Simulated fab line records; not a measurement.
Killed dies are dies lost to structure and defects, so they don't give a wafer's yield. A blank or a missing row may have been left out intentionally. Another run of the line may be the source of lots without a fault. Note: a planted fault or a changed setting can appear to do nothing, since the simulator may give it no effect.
Matching of chambers -- flow n5-finfet -- 4 sister chambers for N5_WELL_APT_DESCUM_30 on rie-diel-06
The step chemistry O2, time 7.9 s. 18 wafers are shown with their chamber, then 9 later ones without.

== WAFERS, EACH WITH ITS CHAMBER ==
wafer,chamber,drypump-motor-current-A (A),throttle-valve-pct (%),oes-product-au (a.u.)
L074.1,3,5.6,20.48,0.74
L074.4,1,5.5,20.93,0.72
L074.5,0,4.9,20.20,0.99
L075.3,0,4.8,20.20,0.97
L075.4,1,5.5,20.93,0.72
L075.6,0,4.8,20.20,0.97
L079.1,2,6.4,20.71,0.70
L079.2,3,5.6,20.49,0.74
L079.5,2,6.4,20.69,0.69
L081.2,0,4.9,20.20,0.96
L081.5,2,6.4,20.72,0.69
L081.6,3,5.7,20.51,0.73
L083.4,0,4.8,20.20,0.93
L083.5,1,5.6,20.95,0.72
L083.6,2,6.4,20.75,0.69
L090.3,0,4.8,20.22,0.91
L090.4,2,6.4,20.38,1.00
L090.6,3,5.7,20.52,0.70

SIGNATURES (means of the wafers above)
reading,chamber 0,chamber 1,chamber 2,chamber 3,scatter within a chamber
drypump-motor-current-A,4.833,5.533,6.400,5.650,0.0463
throttle-valve-pct,20.2033,20.9367,20.6500,20.5000,0.0822
oes-product-au,0.9550,0.7200,0.7540,0.7275,0.0761
Rule: distance of a wafer from a chamber = root of the sum over the readings of ((wafer's reading minus chamber's mean) / reading's scatter) squared. If the next closest chamber is less than 2 further off than the closest, the wafer can't be placed; otherwise it belongs to the closest. The scatter is the square root of a quotient: the sum, over the shown wafers, of each reading's squared deviation from its chamber's mean, divided by wafers minus chambers.

== WAFERS WITHOUT THEIR CHAMBER ==
wafer,drypump-motor-current-A (A),throttle-valve-pct (%),oes-product-au (a.u.)
L092.1,6.4,20.37,0.98
L092.4,4.8,20.24,0.89
L092.6,5.5,21.01,0.70
L094.2,5.5,21.02,0.70
L094.3,6.4,20.36,0.97
L094.6,5.7,20.54,0.71
L095.1,5.5,21.03,0.69
L095.3,5.7,20.56,0.70
L095.5,5.6,21.00,0.69

== THE CHAMBER EACH PASSED THROUGH ==
wafer,from the rows above,in truth
L092.1,2,2
L092.4,0,0
L092.6,1,1
L094.2,1,1
L094.3,2,2
L094.6,3,3
L095.1,1,1
L095.3,3,3
L095.5,1,1
Correctly placed: 9 of 9. Not placeable from these rows: 0. Number placed wrongly: 0.
